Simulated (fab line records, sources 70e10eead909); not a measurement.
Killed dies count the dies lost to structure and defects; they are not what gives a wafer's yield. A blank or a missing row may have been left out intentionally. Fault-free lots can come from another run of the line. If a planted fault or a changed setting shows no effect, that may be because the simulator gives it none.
Matching of chambers || flow nand harc || ald hk-02 running NHARC_A_CHANNEL_FILL_D1_ALD_25: 4 sister chambers
The step deposits SiOx, target thk 60 nm, pulse time 10 s, ald cycles 600. 4 wafers are shown with their chamber, then 8 later ones without.

WAFERS, EACH WITH ITS CHAMBER
{"wafer": "L086.6", "chamber": 2, "heater power outer w (W)": 302}
{"wafer": "L089.3", "chamber": 3, "heater power outer w (W)": 242}
{"wafer": "L090.5", "chamber": 0, "heater power outer w (W)": 205}
{"wafer": "L092.4", "chamber": 1, "heater power outer w (W)": 246}

WAFERS WITHOUT THEIR CHAMBER
{"wafer": "L092.2", "heater power outer w (W)": 247}
{"wafer": "L092.5", "heater power outer w (W)": 249}
{"wafer": "L093.1", "heater power outer w (W)": 305}
{"wafer": "L093.2", "heater power outer w (W)": 254}
{"wafer": "L093.5", "heater power outer w (W)": 255}
{"wafer": "L095.4", "heater power outer w (W)": 239}
{"wafer": "L095.5", "heater power outer w (W)": 207}
{"wafer": "L095.6", "heater power outer w (W)": 250}

CHAMBER TAKEN BY EACH
{"wafer": "L092.2", "from the rows above": "can't be placed: 1 or 3", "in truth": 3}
{"wafer": "L092.5", "from the rows above": "can't be placed: 1 or 3", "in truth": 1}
{"wafer": "L093.1", "from the rows above": 2, "in truth": 2}
{"wafer": "L093.2", "from the rows above": "can't be placed: 1 or 3", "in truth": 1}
{"wafer": "L093.5", "from the rows above": "can't be placed: 1 or 3", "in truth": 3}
{"wafer": "L095.4", "from the rows above": "can't be placed: 3 or 1", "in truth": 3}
{"wafer": "L095.5", "from the rows above": 0, "in truth": 0}
{"wafer": "L095.6", "from the rows above": "can't be placed: 1 or 3", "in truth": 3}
Placed correctly: 2 of 8. Unplaceable from these rows: 6, with the true chamber sitting among the candidates in 6. Wrongly placed: 0.
How it was worked out, from the rows above alone: a wafer's distance from a chamber is the root of the sum, over the readings, of the square of ((its reading less the chamber's mean) divided by the reading's scatter). If the next closest chamber is less than 2 further off than the closest, the wafer can't be placed; otherwise it belongs to the closest. Each chamber's mean is taken over the wafers shown for it. The scatter (one wafer shown for each chamber): square how far every hidden wafer sits from the nearest shown wafer, average those squares and take the square root.
